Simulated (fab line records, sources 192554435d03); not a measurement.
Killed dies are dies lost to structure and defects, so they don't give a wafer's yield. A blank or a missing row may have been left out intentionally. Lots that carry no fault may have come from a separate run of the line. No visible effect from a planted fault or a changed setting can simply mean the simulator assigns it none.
Split-lot experiment	flow n5-finfet	39 wafers read from 7 lots, route of 1938 steps

== SPLIT DETAILS ==
At N5_MOL_CONTACT_COAG_SPUTTER_130 (material Co, target thk 47.5 nm), the setting power-w was moved away from the recipe's 3000 W on 12 of the 39 wafers read, by -18.4% to +6.9%. All remaining wafers had this setting at the recipe value.

The reading comes from the split's own step.

== THE READING ==
Co_of_MOL_CONTACT_COAG_SPUTTER_130.thk-nm (the simulator's own value, which no gauge read), in nm, at N5_MOL_CONTACT_COAG_SPUTTER_130 (material Co, target thk 47.5 nm). The file gives no usual value for it. Here, 27 wafers ran the recipe; their average is 47.4 nm with a standard deviation of 0.71 nm.

wafer	tool, chamber at the split	power-w as run, W	against the recipe	Co_of_MOL_CONTACT_COAG_SPUTTER_130.thk-nm, nm	against lot-mates on the recipe
L075.1	pvd-sputter-03, -	3000	recipe	46.4	-
L075.4	pvd-sputter-03, -	3000	recipe	47.6	-
L075.6	pvd-sputter-03, -	3000	recipe	47.4	-
L074.1	pvd-sputter-03, -	3000	recipe	47.4	-
L074.2	pvd-sputter-03, -	3208	+6.9%	50	+2.3
L074.3	pvd-sputter-03, -	3208	+6.9%	50.8	+3.1
L074.4	pvd-sputter-03, -	3208	+6.9%	51.2	+3.5
L074.5	pvd-sputter-03, -	3000	recipe	48.2	-
L074.6	pvd-sputter-03, -	3000	recipe	47.6	-
L080.1	pvd-sputter-01, -	3000	recipe	46.2	-
L080.3	pvd-sputter-01, -	3000	recipe	46.2	-
L080.2	pvd-sputter-01, -	2608	-13.1%	41.6	-4.9
L080.4	pvd-sputter-01, -	3000	recipe	47.2	-
L080.5	pvd-sputter-01, -	2608	-13.1%	40.4	-6.1
L080.6	pvd-sputter-01, -	2608	-13.1%	41.4	-5.1
L081.1	pvd-sputter-02, -	3000	recipe	47.2	-
L081.2	pvd-sputter-02, -	3000	recipe	46.6	-
L081.3	pvd-sputter-02, -	3000	recipe	46.6	-
L081.4	pvd-sputter-02, -	3000	recipe	46.6	-
L081.5	pvd-sputter-02, -	3000	recipe	47	-
L081.6	pvd-sputter-02, -	3000	recipe	46.8	-
L082.1	pvd-sputter-03, -	3000	recipe	48.4	-
L082.2	pvd-sputter-03, -	3000	recipe	48	-
L082.4	pvd-sputter-03, -	3000	recipe	48	-
L082.5	pvd-sputter-03, -	3000	recipe	48	-
L082.3	pvd-sputter-03, -	3000	recipe	47.4	-
L082.6	pvd-sputter-03, -	3000	recipe	47.4	-
L089.1	pvd-sputter-03, -	2654	-11.5%	42	-5.5
L089.3	pvd-sputter-03, -	2654	-11.5%	42	-5.5
L089.2	pvd-sputter-03, -	3000	recipe	46.8	-
L089.4	pvd-sputter-03, -	3000	recipe	48	-
L089.5	pvd-sputter-03, -	2654	-11.5%	43	-4.5
L089.6	pvd-sputter-03, -	3000	recipe	47.8	-
L090.1	pvd-sputter-01, -	3000	recipe	48.8	-
L090.2	pvd-sputter-01, -	2447	-18.4%	39.4	-8.9
L090.3	pvd-sputter-01, -	2447	-18.4%	38.2	-10.1
L090.4	pvd-sputter-01, -	3000	recipe	47.4	-
L090.5	pvd-sputter-01, -	2447	-18.4%	38.4	-9.9
L090.6	pvd-sputter-01, -	3000	recipe	48.6	-

FIT RESULTS
A straight line over all 39 wafers: Co_of_MOL_CONTACT_COAG_SPUTTER_130.thk-nm changes by +0.469 nm for each +1% of power-w; r = +0.98; the points scatter about the line by 0.68 nm.
The same after taking each lot's own level away (the mean of its wafers on the recipe; 39 wafers): +0.473 nm for each +1%; r = +0.98; scatter 0.59 nm.
Per that fit: largest power-w move, reading shift of 8.7 nm.
The lots' own levels span 46.53 to 48.27 nm, that is 2.5 times the standard deviation above.
The two slopes agree, so the slope changes little with the lot-to-lot level.
Check: with one of the wafers moved furthest among these (-18.4%) left out of the fit, the line predicts -8.71 nm for it against its lot-mates. It came out at -8.87 nm against them.

== THESE WAFERS: OTHER SPLITS ==
Other splits were also applied to these wafers ahead of the reading. Each is held against what the fit with the lots' levels taken away leaves over:
other split on the same wafers	wafers away from the commonest value	r with Co_of_MOL_CONTACT_COAG_SPUTTER_130.thk-nm (lot level and that fit taken away)
N5_DUMMY_GATE_EXPOSE_12 dose-mj	15	+0.08
N5_DUMMY_GATE_ETCH_31 target-depth-a	12	-0.07
N5_DUMMY_GATE_ETCH_44 target-depth-a	18	+0.05
N5_HKMG_FIN_ETCH_35 source-w	18	-0.20
N5_MOL_CONTACT_COAG_ETCH_105 bias-w	15	+0.00
N5_MOL_CONTACT_COAG_ETCH_15 source-w	12	+0.11

== FILE'S OWN FIT ==
Co_of_MOL_CONTACT_COAG_SPUTTER_130.thk-nm changes by +0.474 nm for each +1% of power-w, r = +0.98.
